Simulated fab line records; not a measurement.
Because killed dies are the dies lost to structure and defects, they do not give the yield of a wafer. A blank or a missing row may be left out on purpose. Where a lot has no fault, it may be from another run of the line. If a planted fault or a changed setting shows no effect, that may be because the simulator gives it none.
Matching of chambers ; flow n5_finfet ; 4 sister chambers for N5_BEOL_M0_SAQP_CUT_ETCH_46 on rie_diel-03
The step etches SOC in N2/H2, target depth 135 nm, overetch 27 nm, time 202.5 s. 16 wafers are shown with their chamber, then 8 later ones without.

== WAFERS PAIRED WITH THEIR CHAMBERS ==
wafer;chamber;throttle_valve_pct (%);drypump_motor_current_A (A);showerhead_plenum_p_Torr (Torr)
L075.3;3;18.05;5.69;2.45
L075.4;3;18.06;5.70;2.45
L075.6;1;17.90;5.91;2.57
L077.3;3;18.06;5.71;2.45
L077.4;1;17.90;5.92;2.57
L077.5;3;18.08;5.71;2.45
L080.1;2;17.73;6.05;2.42
L080.2;1;17.92;5.96;2.57
L080.6;2;17.73;6.04;2.42
L081.1;3;18.08;5.70;2.45
L081.4;1;17.91;6.03;2.56
L081.6;2;17.74;6.06;2.42
L088.1;0;17.56;6.41;2.48
L088.3;1;17.94;5.97;2.56
L088.4;3;18.10;5.71;2.44
L093.1;0;17.58;6.42;2.47

SIGNATURES (averages over the wafers above)
reading;chamber 0;chamber 1;chamber 2;chamber 3;scatter within a chamber
throttle_valve_pct;17.5700;17.9140;17.7333;18.0717;0.016
drypump_motor_current_A;6.4150;5.9580;6.0500;5.7033;0.0284
showerhead_plenum_p_Torr;2.4750;2.5660;2.4200;2.4483;0.00459
Rule: for each reading, subtract the chamber's mean from the wafer's reading, divide by that reading's scatter and square the result; add these up over the readings and take the root, which gives the wafer's distance from the chamber. The wafer belongs to the nearest chamber; if the next one is less than 2 further off, it can't be placed. The scatter: take each reading less its chamber's mean, square it, sum over the shown wafers, divide by the number of wafers less the number of chambers, and take the root.

== WAFERS WHOSE CHAMBER IS MISSING ==
wafer;throttle_valve_pct (%);drypump_motor_current_A (A);showerhead_plenum_p_Torr (Torr)
L093.2;17.95;5.93;2.55
L093.5;17.77;6.05;2.41
L095.4;17.59;6.43;2.47
L095.5;18.12;5.71;2.44
L095.6;17.59;6.42;2.47
L096.3;17.58;6.43;2.47
L096.5;17.77;6.06;2.41
L096.6;18.12;5.71;2.44

== WHICH CHAMBER EACH ONE RAN IN ==
wafer;from the rows above;in truth
L093.2;1;1
L093.5;2;2
L095.4;0;0
L095.5;3;3
L095.6;0;0
L096.3;0;0
L096.5;2;2
L096.6;3;3
8 of 8 placed correctly. Number that these rows cannot place: 0. 0 placed wrongly.
